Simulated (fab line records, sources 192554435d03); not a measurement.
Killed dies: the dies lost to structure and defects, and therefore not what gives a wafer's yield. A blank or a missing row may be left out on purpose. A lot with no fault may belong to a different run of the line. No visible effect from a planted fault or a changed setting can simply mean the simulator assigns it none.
Lot-split experiment + flow n5Finfet + 21 wafers read from 7 lots, route of 1938 steps

ABOUT THE SPLIT
At N5_BEOL_M10_ETCH_62 (etches SOC in N2/H2, target depth 110 nm, overetch 22 nm, time 165 s), the setting timeS was moved away from the recipe's 165 s on 9 of the 21 wafers read, by -20.0% to +21.6%. For the rest of the wafers, this setting stayed at what the recipe calls for.

The reading is taken at the split's own step.

THE READING
SiARC_of_BEOL_M10_COAT_60.thkNm (the simulator's own value, which no gauge read), in nm, at N5_BEOL_M10_ETCH_62 (etches SOC in N2/H2, target depth 110 nm, overetch 22 nm, time 165 s). The file gives no usual value for it. Here, 12 wafers ran the recipe; their average is 23.6 nm with a standard deviation of 0.14 nm.

| wafer  | tool, chamber at the split | timeS as run, s | against the recipe | SiARC_of_BEOL_M10_COAT_60.thkNm, nm | against lot-mates on the recipe |
|--------|----------------------------|-----------------|--------------------|-------------------------------------|---------------------------------|
| L075.3 | rieDiel-05, 3              | 165             | recipe             | 23.4                                | -                               |
| L075.6 | rieDiel-05, 3              | 165             | recipe             | 23.4                                | -                               |
| L075.5 | rieDiel-05, 2              | 165             | recipe             | 23.8                                | -                               |
| L080.1 | rieDiel-06, 1,3            | 165             | recipe             | 23.8                                | -                               |
| L080.2 | rieDiel-06, 1,3            | 165             | recipe             | 23.8                                | -                               |
| L080.4 | rieDiel-06, 0              | 165             | recipe             | 23.6                                | -                               |
| L081.1 | rieDiel-05, 0              | 190.9           | +15.7%             | 22.6                                | -1.0                            |
| L081.4 | rieDiel-05, 1,0            | 165             | recipe             | 23.6                                | -                               |
| L081.6 | rieDiel-05, 1,0            | 165             | recipe             | 23.6                                | -                               |
| L087.1 | rieDiel-02, 1              | 165             | recipe             | 23.6                                | -                               |
| L087.3 | rieDiel-02, 3,0            | 147.3           | -10.7%             | 24.2                                | +0.6                            |
| L087.4 | rieDiel-02, 3,0            | 147.3           | -10.7%             | 24.2                                | +0.6                            |
| L089.2 | rieDiel-05, 0,2            | 132             | -20.0%             | 25                                  | +1.4                            |
| L089.5 | rieDiel-05, 0,2            | 132             | -20.0%             | 25                                  | +1.4                            |
| L089.4 | rieDiel-05, 1              | 165             | recipe             | 23.6                                | -                               |
| L090.1 | rieDiel-05, 3              | 200.6           | +21.6%             | 22                                  | no lot-mate on the recipe       |
| L090.2 | rieDiel-05, 0              | 200.6           | +21.6%             | 22.2                                | no lot-mate on the recipe       |
| L090.5 | rieDiel-05, 3              | 200.6           | +21.6%             | 21.8                                | no lot-mate on the recipe       |
| L094.1 | rieDiel-05, 0              | 165             | recipe             | 23.8                                | -                               |
| L094.5 | rieDiel-05, 2              | 165             | recipe             | 23.6                                | -                               |
| L094.6 | rieDiel-05, 1              | 191.7           | +16.2%             | 22.6                                | -1.1                            |
If several chambers appear in one row, that row covers several wafers at once and the file leaves open which wafer was in which chamber.

THE FIT
A straight line over all 21 wafers: SiARC_of_BEOL_M10_COAT_60.thkNm changes by -0.0696 nm for each +1% of timeS; r = -0.99; the points scatter about the line by 0.15 nm.
The same after taking each lot's own level away (the mean of its wafers on the recipe; 18 wafers): -0.0666 nm for each +1%; r = -0.99; scatter 0.11 nm.
That fit puts the effect of the largest move of timeS on the reading at 1.4 nm.
The span of the lots' own levels, 23.53 to 23.73 nm, comes to 1.5 times the standard deviation stated above.
Hence the lot-to-lot level has little effect on the slope; both slopes agree.
Check: for one of the wafers moved furthest among these (-20.0%), held out of the fit, the line's prediction against its lot-mates is +1.3 nm. It came out at +1.4 nm against them.

OTHER SPLITS ON THESE WAFERS
Other splits were also applied to these wafers ahead of the reading. Each is held against what the fit with the lots' levels taken away leaves over:
| other split on the same wafers  | wafers away from the commonest value | r with SiARC_of_BEOL_M10_COAT_60.thkNm (lot level and that fit taken away) |
|---------------------------------|--------------------------------------|----------------------------------------------------------------------------|
| N5_BEOL_M9_HM_DEP_02 targetThkA | 8                                    | -0.30                                                                      |

THE FILE'S OWN FIT
SiARC_of_BEOL_M10_COAT_60.thkNm changes by -0.0664 nm for each +1% of timeS, r = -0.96.
